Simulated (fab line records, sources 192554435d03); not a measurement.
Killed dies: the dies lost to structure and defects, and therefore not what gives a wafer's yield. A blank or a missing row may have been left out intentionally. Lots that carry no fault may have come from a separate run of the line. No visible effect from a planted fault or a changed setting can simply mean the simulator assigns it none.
fab line records	flow n5-finfet	part 1 of 2: steps 1 to 4 of 6
record lots=22	wafers=66	last-day=17
route steps=1938 shown BEOL_M12@1639 BEOL_M13@1689 BEOL_M14@1732
lots that met no fault: from a run of the same line without faults
start-h: start of the lot's first displayed wafer, in hours after the record's first day	wait-h: hours from the lot's prior step to this one	" same as the row above	L1.1+2: a row that stands for several wafers	- no value, or no start was given	* or withheld: withheld	< > ~ a bound
route shown NAME@n: names a module that has steps shown in the file, with the first one's number in the route	usual: average and standard deviation across the fault-free wafers	same: alike in all rows	chamber/n: place in a boat	sites: per-site readings	_std_site: standard deviation across them	_edge_site: inner sites' mean taken away from outer sites' mean	radius-mm: for every site, how far away it sits from the centre of the wafer	mask NAME#n: copy n	behind: the last tool/chamber to shape the wafer	hold: why the lot was held/for how many hours/how that ended	device: names the non-switching transistor (n, p or np)	end of line: tests of these same wafers at the route's end	step lacking rows: just its recipe	killed: dies that structure and defects cost at the first sort, which is not the same as the wafer's yield	map: the dies of a wafer, with x for killed, . for not killed, _ for no die there
set.NAME: the setting as run; set.NAME@STEP: as run at that earlier step	model.NAME: the simulator's own value behind a step, which no gauge read
the route's steps for a sample of lots (tables are steps, rows are wafers)
services: a tool's chamber out of use, with start hour (start-h, from the record's first day; less than 0 if before it), hours out, and reason
## steps
# step N5_BEOL_M12_TRENCH_ETCH_34
# recipe chemistry=C4F8/O2/Ar	target=SiOC	target-depth-a=3189.5	mask-material=SOC	pressure-mtorr=30	source-w=3000	bias-w=700	Ar_flow_sccm=400	C4F8_flow_sccm=15	O2_flow_sccm=8	he-inner-torr=15	he-outer-torr=30	time-s=125.5	ion-energy-ev=250
# usual C4F8_flow_sccm=15.00/0.043	bias-w=699.9/2.2	drypump-motor-current-A=5.8/0.39	he-outer-torr=30.00/0.061	oes-product-au=0.82/0.076	rf-vpp-V=666/3.2	showerhead-plenum-p-Torr=3.44/0.11	throttle-valve-pct=24.13/0.13
lot.wafer	tool	chamber	start-h	wait-h	C4F8_flow_sccm	bias-w	drypump-motor-current-A	he-outer-torr	oes-product-au	rf-hours-counter-h	rf-vpp-V	showerhead-plenum-p-Torr	throttle-valve-pct
L074.1	rie-diel-02	3	249.25	0.0	15.10	698.9	6.3	30.10	0.69	229	668	3.52	23.97
L074.2	"	1	"	"	15.03	702.1	5.6	29.99	0.96	3	670	3.62	23.87
L074.3	"	0	"	"	15.01	699.8	6.0	30.17	0.85	81	667	3.45	24.11
L075.2	rie-diel-03	3	249.55	0.0	15.03	700.2	6.1	29.96	0.83	81	665	3.44	24.13
L075.5	"	1	"	"	14.96	700.5	6.3	29.95	0.87	-	668	3.51	24.32
L075.6	"	0	"	"	15.03	697.5	5.8	30.02	0.91	-	664	3.36	24.15
L077.3	rie-diel-04	1	249.82	0.0	15.07	702.7	5.7	29.97	0.74	200	668	3.54	24.18
L077.5	"	2	"	"	14.96	697.6	6.3	29.96	1.00	-	665	3.39	24.09
L077.6	"	3	"	"	14.97	696.7	5.5	30.04	0.80	-	662	3.30	23.99
L079.1	rie-diel-04	3	266.54	0.0	15.00	697.5	5.5	30.10	0.80	95	663	3.30	24.00
L079.3	"	0	"	"	15.00	700.1	5.5	30.12	0.84	64	671	3.63	24.09
L079.4	"	2	"	"	14.97	699.2	6.3	30.03	0.97	10	665	3.38	24.10
L080.2	rie-diel-02	2	267.85	0.0	14.99	700.6	5.9	30.13	0.71	201	659	3.27	24.30
L080.4	"	3	"	"	14.94	698.7	6.3	30.01	0.68	236	667	3.51	23.97
L080.6	"	3	"	"	15.09	702.2	6.3	30.06	0.69	-	668	3.51	23.98
L078.2	rie-diel-04	2	268.24	0.0	14.95	699.3	6.3	29.94	0.97	11	664	3.38	24.11
L078.3	"	3	"	"	15.04	699.0	5.5	29.98	0.80	95	663	3.30	23.99
L078.4	"	1	"	"	15.04	695.5	5.7	30.00	0.73	209	668	3.54	24.19
L081.2	rie-diel-03	2	274.03	0.0	15.07	699.5	4.8	30.06	0.88	22	664	3.36	24.14
L081.5	"	0	"	"	14.97	699.9	5.7	30.03	0.88	-	664	3.36	24.16
L081.6	"	3	"	"	15.00	700.1	6.1	30.00	0.81	-	666	3.44	24.15
L082.1	rie-diel-02	3	285.93	0.0	15.08	699.7	6.3	29.99	0.69	242	667	3.51	23.98
L082.4	"	2	"	"	14.97	699.8	5.9	30.08	0.71	207	661	3.27	24.32
L082.5	"	3	"	"	15.00	700.6	6.3	30.00	0.68	-	669	3.51	23.98
L083.1	rie-diel-03	1	287.41	0.0	15.04	698.6	6.2	29.99	0.85	50	667	3.50	24.35
L083.4	"	3	"	"	14.94	696.3	6.1	30.00	0.81	95	666	3.43	24.15
L083.6	"	3	"	"	14.93	698.1	6.1	29.98	0.80	-	668	3.43	24.16
L084.1	rie-diel-02	1	295.66	0.0	15.01	700.9	5.6	29.92	0.90	18	671	3.61	23.88
L084.3	"	2	"	"	15.04	702.3	5.9	30.05	0.70	211	662	3.27	24.30
L084.4	"	0	"	"	15.06	694.0	6.0	30.11	0.82	96	666	3.44	24.12
L086.1	rie-diel-04	1	298.48	0.0	15.05	701.5	5.7	30.01	0.73	220	669	3.53	24.20
L086.2	"	3	"	"	15.00	700.9	5.6	30.08	0.78	105	663	3.30	24.01
L086.4	"	0	"	"	14.96	700.9	5.5	30.07	0.83	75	670	3.62	24.09
L085.3	rie-diel-04	3	305.27	0.0	14.98	696.6	5.5	30.08	0.78	107	662	3.29	24.01
L085.5	"	0	"	"	14.91	702.7	5.5	29.90	0.84	-	671	3.62	24.09
L085.6	"	1	"	"	15.01	698.2	5.7	29.93	0.72	-	669	3.53	24.20
L087.1	rie-diel-02	0	321.47	0.0	14.98	700.2	5.9	30.03	0.82	107	666	3.44	24.13
L087.3	"	2	"	"	15.03	699.1	5.9	29.93	0.70	221	661	3.26	24.32
L087.6	"	1	"	"	15.00	699.3	5.6	29.96	0.88	-	671	3.60	23.89
L090.3	rie-diel-03	3	328.57	0.0	14.95	700.7	6.1	29.88	0.79	108	665	3.43	24.16
L090.4	"	0	"	"	15.08	700.3	5.8	30.01	0.86	53	664	3.35	24.18
L090.6	"	3	"	"	14.91	697.5	6.1	29.99	0.79	-	667	3.43	24.17
L088.1	rie-diel-04	1	328.91	0.0	15.08	700.5	5.7	29.91	0.71	230	668	3.53	24.21
L088.2	"	3	"	"	14.99	699.1	5.5	30.00	0.76	115	664	3.29	24.03
L088.4	"	2	"	"	15.02	698.8	6.3	30.06	0.91	31	664	3.37	24.13
L092.2	rie-diel-04	1	336.65	0.0	14.99	700.6	5.7	30.02	0.71	233	668	3.52	24.22
L092.3	"	2	"	"	14.91	698.3	6.3	30.08	0.91	33	664	3.37	24.15
L092.4	"	0	"	"	15.00	698.0	5.6	29.97	0.83	88	669	3.62	24.11
L089.1	rie-diel-04	1	345.35	0.0	15.03	704.7	5.7	30.06	0.71	236	668	3.52	24.22
L089.2	"	3	"	"	14.94	700.2	5.6	29.97	0.76	121	663	3.29	24.04
L089.4	"	0	"	"	15.01	702.5	5.5	29.98	0.82	91	670	3.61	24.11
L093.4	rie-diel-04	0	352.16	0.0	15.05	702.5	5.5	29.94	0.82	94	669	3.61	24.13
L093.5	"	0	"	"	15.01	703.9	5.5	29.99	0.82	-	670	3.61	24.13
L093.6	"	1	"	"	14.97	705.6	5.7	30.04	0.70	-	669	3.52	24.21
L094.1	rie-diel-02	2	366.49	0.0	15.02	699.6	5.9	29.91	0.70	239	661	3.25	24.33
L094.3	"	1	"	"	14.96	698.7	5.6	30.05	0.85	46	670	3.59	23.91
L094.5	"	3	"	"	14.99	699.7	6.3	29.93	0.96	-	668	3.50	23.80
L095.3	rie-diel-03	2	367.66	0.0	14.98	700.8	4.8	30.00	0.84	54	664	3.34	24.20
L095.4	"	3	"	"	15.01	702.3	6.1	30.00	0.77	121	665	3.42	24.19
L095.5	"	0	"	"	14.97	700.8	5.7	30.02	0.84	-	663	3.34	24.21
L096.3	rie-diel-03	3	376.64	0.0	14.95	700.7	6.1	29.96	0.78	124	666	3.42	24.19
L096.5	"	3	"	"	14.96	699.5	6.1	30.03	0.77	-	665	3.42	24.18
L096.6	"	1	"	"	15.01	701.2	6.2	29.90	0.81	-	666	3.49	24.38
L097.1	rie-diel-02	3	385.32	0.0	15.03	702.3	6.3	29.99	0.93	20	667	3.49	23.81
L097.3	"	0	"	"	14.95	700.0	6.0	30.06	0.79	129	666	3.43	24.15
L097.5	"	1	"	"	14.98	700.2	5.6	30.01	0.84	-	669	3.59	23.94
# step N5_BEOL_M13_CD_MEAS_28
# recipe target-cd-nm=209.5	landing-energy-ev=500	detector=se-inlens
# usual cd-nm=210.1/1.7
lot.wafer	tool	chamber	start-h	wait-h	cd-nm
L074.1	cd-sem-03	0	254.69	-	208.1
L074.2	"	0	"	"	208.5
L074.3	"	0	"	"	208.4
L075.2	cd-sem-01	0	254.73	-	212.2
L075.5	"	0	"	"	208.3
L075.6	"	0	"	"	210.1
L077.3	cd-sem-03	0	259.47	-	212.7
L077.5	"	0	"	"	209.6
L077.6	"	0	"	"	211.4
L079.1	cd-sem-02	0	272.70	-	208.6
L079.3	"	0	"	"	207.2
L079.4	"	0	"	"	209.1
L080.2	cd-sem-03	0	272.92	-	208.6
L080.4	"	0	"	"	207.9
L080.6	"	0	"	"	208.7
L078.2	cd-sem-03	0	274.10	-	207.6
L078.3	"	0	"	"	207.3
L078.4	"	0	"	"	208.3
L081.2	cd-sem-03	0	281.66	-	211.3
L081.5	"	0	"	"	211.9
L081.6	"	0	"	"	212.0
L082.1	cd-sem-03	0	289.40	-	213.4
L082.4	"	0	"	"	210.7
L082.5	"	0	"	"	212.2
L083.1	cd-sem-02	0	295.92	-	210.1
L083.4	"	0	"	"	209.6
L083.6	"	0	"	"	209.0
L084.1	cd-sem-01	0	302.97	-	207.2
L084.3	"	0	"	"	207.8
L084.4	"	0	"	"	206.2
L086.1	cd-sem-01	0	303.88	-	209.8
L086.2	"	0	"	"	210.8
L086.4	"	0	"	"	212.9
L085.3	cd-sem-03	0	312.49	-	210.2
L085.5	"	0	"	"	208.5
L085.6	"	0	"	"	208.3
L087.1	cd-sem-01	0	327.08	-	209.4
L087.3	"	0	"	"	210.9
L087.6	"	0	"	"	211.2
L090.3	cd-sem-02	0	337.31	-	209.5
L090.4	"	0	"	"	211.9
L090.6	"	0	"	"	209.5
L088.1	cd-sem-02	0	338.35	-	210.7
L088.2	"	0	"	"	210.6
L088.4	"	0	"	"	213.3
L092.2	cd-sem-03	0	340.75	-	208.7
L092.3	"	0	"	"	209.0
L092.4	"	0	"	"	211.0
L089.1	cd-sem-02	0	350.10	-	209.7
L089.2	"	0	"	"	210.8
L089.4	"	0	"	"	211.5
L093.4	cd-sem-03	0	356.98	-	209.5
L093.5	"	0	"	"	209.1
L093.6	"	0	"	"	210.8
L094.1	cd-sem-01	0	373.87	-	208.3
L094.3	"	0	"	"	208.9
L094.5	"	0	"	"	206.4
L095.3	cd-sem-01	0	374.78	-	209.8
L095.4	"	0	"	"	208.7
L095.5	"	0	"	"	210.5
L096.3	cd-sem-03	0	381.66	-	210.8
L096.5	"	0	"	"	210.3
L096.6	"	0	"	"	211.4
L097.1	cd-sem-03	0	390.88	-	210.1
L097.3	"	0	"	"	213.1
L097.5	"	0	"	"	210.8
# step N5_BEOL_M13_ETCH_67
# recipe chemistry=CF4	target=SiARC	target-depth-a=1430	time-s=238.3	ion-energy-ev=80	pressure-mtorr=40	source-w=545	bias-w=36	Ar_flow_sccm=100	cf4-flow-sccm=100	ends=cleared
# usual bias-w=36.00/0.11	drypump-motor-current-A=5.9/0.38	etch-rf-on-time-s=235/5.8	oes-product-au=0.68/0.086	rf-vpp-V=183.8/1.2	showerhead-plenum-p-Torr=2.14/0.089	throttle-valve-pct=15.66/0.29
lot.wafer	tool	chamber	start-h	wait-h	bias-w	drypump-motor-current-A	etch-rf-on-time-s	oes-product-au	rf-hours-counter-h	rf-vpp-V	showerhead-plenum-p-Torr	throttle-valve-pct
L074.1	rie-diel-06	1	254.82	0.0	36.16	5.2	238	0.59	248	183.2	2.11	15.61
L074.2	"	2	"	"	36.29	5.7	231	0.67	155	182.1	1.98	15.77
L074.3	"	3	"	"	36.11	6.2	241	0.61	182	183.8	2.13	16.02
L075.2	rie-diel-05	1	254.85	0.0	36.14	6.0	231	0.63	187	183.9	2.13	15.53
L075.5	"	0	"	"	35.95	6.4	235	0.78	-	184.3	2.28	15.73
L075.6	"	3	"	"	35.99	6.1	240	0.57	-	184.3	2.20	15.90
L077.3	rie-diel-05	1	259.64	0.0	35.89	6.0	227	0.63	189	183.0	2.13	15.54
L077.5	"	3	"	"	36.07	6.1	235	0.58	-	184.7	2.20	15.90
L077.6	"	1	"	"	35.94	6.0	228	0.64	-	184.0	2.13	15.54
L079.1	rie-diel-01	3	272.82	0.0	35.96	5.6	229	0.60	219	185.5	2.21	15.89
L079.3	"	1	"	"	36.07	6.1	252	0.58	241	183.8	2.11	15.92
L079.4	"	0	"	"	36.04	6.2	239	0.59	-	183.7	2.03	15.77
L080.2	rie-diel-06	3	273.04	0.0	35.99	6.2	240	0.61	190	183.0	2.12	16.04
L080.4	"	3	"	"	36.11	6.2	240	0.61	-	184.3	2.12	16.04
L080.6	"	0	"	"	36.14	5.7	241	0.62	-	182.0	2.13	15.78
L078.2	rie-diel-06	0	274.22	0.0	35.86	5.7	242	0.62	188	185.8	2.13	15.80
L078.3	"	3	"	"	36.07	6.2	240	0.61	191	185.9	2.12	16.04
L078.4	"	0	"	"	35.88	5.7	241	0.62	-	184.7	2.13	15.81
L081.2	rie-diel-06	2	281.92	0.0	35.92	5.6	229	0.67	165	181.5	1.97	15.81
L081.5	"	1	"	"	35.95	5.2	232	0.82	-	182.3	2.11	15.11
L081.6	"	2	"	"	35.93	5.6	228	0.67	-	183.3	1.97	15.79
L082.1	rie-diel-05	2	289.57	0.0	36.00	6.2	227	0.82	6	185.6	2.28	15.07
L082.4	"	0	"	"	35.79	6.4	234	0.77	27	185.8	2.27	15.77
L082.5	"	1	"	"	36.05	6.0	233	0.61	-	183.4	2.13	15.55
L083.1	rie-diel-01	2	296.04	0.0	35.95	5.2	228	0.75	42	182.9	2.08	15.38
L083.4	"	0	"	"	35.73	6.2	241	0.58	244	182.7	2.02	15.77
L083.6	"	0	"	"	36.05	6.2	239	0.59	-	182.5	2.03	15.78
L084.1	rie-diel-05	1	303.36	0.0	35.88	6.0	234	0.62	206	183.9	2.13	15.57
L084.3	"	0	"	"	35.88	6.4	235	0.76	32	184.4	2.27	15.78
L084.4	"	2	"	"	36.01	6.2	228	0.81	-	183.8	2.28	15.10
L086.1	rie-diel-01	2	304.04	0.0	35.92	5.2	233	0.74	45	182.7	2.08	15.38
L086.2	"	0	"	"	35.97	6.2	242	0.59	247	181.9	2.02	15.78
L086.4	"	3	"	"	36.07	5.6	232	0.59	-	184.4	2.20	15.91
L085.3	rie-diel-05	1	312.61	0.0	36.03	6.0	231	0.62	210	183.2	2.13	15.57
L085.5	"	2	"	"	36.29	6.2	227	0.80	-	184.9	2.28	15.10
L085.6	"	0	"	"	36.03	6.4	231	0.76	-	184.5	2.27	15.78
L087.1	rie-diel-01	0	327.21	0.0	36.20	6.2	245	0.58	257	182.2	2.02	15.81
L087.3	"	3	"	"	35.85	5.6	233	0.59	239	183.0	2.20	15.94
L087.6	"	2	"	"	35.95	5.2	233	0.73	-	182.6	2.08	15.41
L090.3	rie-diel-06	3	337.44	0.0	35.75	6.2	239	0.60	207	183.5	2.12	16.08
L090.4	"	2	"	"	35.92	5.6	229	0.65	180	181.8	1.97	15.83
L090.6	"	0	"	"	36.20	5.7	238	0.61	-	183.6	2.12	15.83
L088.1	rie-diel-05	1	338.47	0.0	35.99	6.0	234	0.60	218	185.0	2.12	15.60
L088.2	"	3	"	"	35.98	6.2	230	0.86	4	185.9	2.20	15.45
L088.4	"	2	"	"	35.99	6.2	229	0.78	22	185.5	2.27	15.10
L092.2	rie-diel-06	2	341.07	0.0	36.07	5.6	230	0.65	181	182.4	1.97	15.82
L092.3	"	1	"	"	35.91	5.2	232	0.77	19	184.7	2.11	15.17
L092.4	"	3	"	"	36.05	6.2	243	0.59	209	183.6	2.12	16.07
L089.1	rie-diel-01	3	350.81	0.0	35.88	5.6	232	0.58	249	183.9	2.20	15.95
L089.2	"	2	"	"	36.19	5.2	232	0.71	64	183.1	2.07	15.44
L089.4	"	1	"	"	35.95	6.1	241	0.79	-	183.3	2.10	15.45
L093.4	rie-diel-01	1	357.18	0.1	35.96	6.1	241	0.79	-	183.7	2.10	15.45
L093.5	"	2	"	"	35.88	5.2	231	0.72	-	182.7	2.07	15.44
L093.6	"	0	"	"	36.06	6.2	239	0.80	-	185.1	2.28	15.25
L094.1	rie-diel-05	1	374.00	0.0	36.00	6.0	234	0.60	227	183.6	2.12	15.64
L094.3	"	3	"	"	36.01	6.2	226	0.83	14	182.9	2.19	15.47
L094.5	"	2	"	"	36.01	6.2	225	0.77	-	184.2	2.27	15.14
L095.3	rie-diel-06	0	374.90	0.0	36.19	5.7	241	0.60	218	184.1	2.12	15.87
L095.4	"	3	"	"	36.15	6.2	240	0.59	-	184.1	2.11	16.08
L095.5	"	1	"	"	35.92	5.2	231	0.76	-	183.7	2.10	15.19
L096.3	rie-diel-06	2	381.79	0.0	35.93	5.6	230	0.64	190	182.4	1.97	15.85
L096.5	"	2	"	"	35.95	5.6	228	0.65	-	180.6	1.97	15.83
L096.6	"	1	"	"	36.23	5.2	228	0.76	-	183.1	2.10	15.18
L097.1	rie-diel-01	3	391.00	0.0	36.13	5.6	227	0.83	6	184.0	2.19	15.48
L097.3	"	2	"	"	36.14	5.2	230	0.71	77	183.6	2.07	15.47
L097.5	"	3	"	"	35.89	5.6	226	0.84	-	183.9	2.19	15.48
# step N5_BEOL_M13_STRIP_37
# recipe chemistry=N2/H2	power-w=1000	temp-c=250	h2-frac=0.65	overash-fraction=0.3	pressure-mtorr=withheld	n2-flow-sccm=1750	h2-flow-sccm=3250
# usual drypump-motor-current-A=5.68/0.22	heater-power-w=338/51	oes-product-au=0.783/0.011
lot.wafer	tool	chamber	start-h	wait-h	drypump-motor-current-A	heater-power-w	oes-product-au	rf-hours-counter-h
L074.1	plasma-asher-02	1	255.40	0.0	5.48	320	0.796	125
L074.2	"	0	"	"	6.03	435	0.776	125
L074.3	"	0	"	"	6.04	430	0.771	-
L075.2	plasma-asher-01	0	255.43	0.0	5.49	306	0.769	70
L075.5	"	1	"	"	5.75	295	0.763	-
L075.6	"	0	"	"	5.49	313	0.778	-
L077.3	plasma-asher-02	1	260.24	0.1	5.46	328	0.791	-
L077.5	"	1	"	"	5.47	326	0.789	-
L077.6	"	0	"	"	6.03	417	0.767	-
L079.1	plasma-asher-01	1	273.40	0.0	5.76	302	0.778	73
L079.3	"	1	"	"	5.74	297	0.781	-
L079.4	"	0	"	"	5.52	306	0.790	-
L080.2	plasma-asher-01	1	273.62	0.0	5.75	293	0.790	73
L080.4	"	1	"	"	5.76	297	0.798	-
L080.6	"	0	"	"	5.54	305	0.795	-
L078.2	plasma-asher-02	1	274.80	0.0	5.47	319	0.800	129
L078.3	"	0	"	"	6.03	429	0.779	-
L078.4	"	1	"	"	5.49	322	0.769	-
L081.2	plasma-asher-01	1	282.50	0.0	5.77	292	0.781	74
L081.5	"	0	"	"	5.48	305	0.780	-
L081.6	"	1	"	"	5.74	298	0.766	-
L082.1	plasma-asher-02	1	290.31	0.2	5.48	325	0.780	132
L082.4	"	1	"	"	5.45	320	0.780	-
L082.5	"	0	"	"	6.03	430	0.794	-
L083.1	plasma-asher-02	0	296.63	0.0	6.02	429	0.769	134
L083.4	"	1	"	"	5.50	321	0.800	-
L083.6	"	1	"	"	5.47	338	0.791	-
L084.1	plasma-asher-01	1	303.94	0.0	5.75	294	0.770	78
L084.3	"	1	"	"	5.77	288	0.782	-
L084.4	"	0	"	"	5.54	309	0.788	-
L086.1	plasma-asher-02	1	304.62	0.0	5.46	327	0.790	136
L086.2	"	0	"	"	6.03	424	0.772	136
L086.4	"	0	"	"	6.04	421	0.797	-
L085.3	plasma-asher-02	0	313.21	0.1	6.00	435	0.775	-
L085.5	"	1	"	"	5.49	326	0.783	-
L085.6	"	0	"	"	6.04	428	0.780	-
L087.1	plasma-asher-01	0	327.79	0.0	5.54	315	0.790	83
L087.3	"	1	"	"	5.73	291	0.794	-
L087.6	"	0	"	"	5.49	309	0.805	-
L090.3	plasma-asher-02	0	338.04	0.1	6.02	422	0.778	-
L090.4	"	1	"	"	5.44	334	0.789	-
L090.6	"	1	"	"	5.48	329	0.789	-
L088.1	plasma-asher-01	0	339.06	0.0	5.47	307	0.770	86
L088.2	"	1	"	"	5.74	299	0.785	86
L088.4	"	1	"	"	5.75	294	0.777	-
L092.2	plasma-asher-02	1	341.65	0.0	5.47	328	0.777	142
L092.3	"	0	"	"	6.03	426	0.775	-
L092.4	"	1	"	"	5.49	339	0.777	-
L089.1	plasma-asher-01	1	351.39	0.0	5.74	296	0.760	88
L089.2	"	0	"	"	5.49	314	0.781	88
L089.4	"	1	"	"	5.73	298	0.787	-
L093.4	plasma-asher-02	1	357.70	0.1	5.53	328	0.794	-
L093.5	"	1	"	"	5.49	328	0.785	-
L093.6	"	0	"	"	6.04	432	0.776	-
L094.1	plasma-asher-01	1	374.58	0.0	5.76	293	0.784	93
L094.3	"	1	"	"	5.75	299	0.769	-
L094.5	"	0	"	"	5.48	304	0.798	-
L095.3	plasma-asher-02	1	375.50	0.1	5.51	331	0.779	-
L095.4	"	0	"	"	6.04	423	0.796	-
L095.5	"	1	"	"	5.50	324	0.784	-
L096.3	plasma-asher-01	1	382.39	0.1	5.73	295	0.794	-
L096.5	"	1	"	"	5.75	299	0.798	-
L096.6	"	0	"	"	5.48	317	0.766	-
L097.1	plasma-asher-01	0	391.58	0.0	5.50	309	0.788	97
L097.3	"	0	"	"	5.49	311	0.784	-
L097.5	"	0	"	"	5.50	308	0.764	-
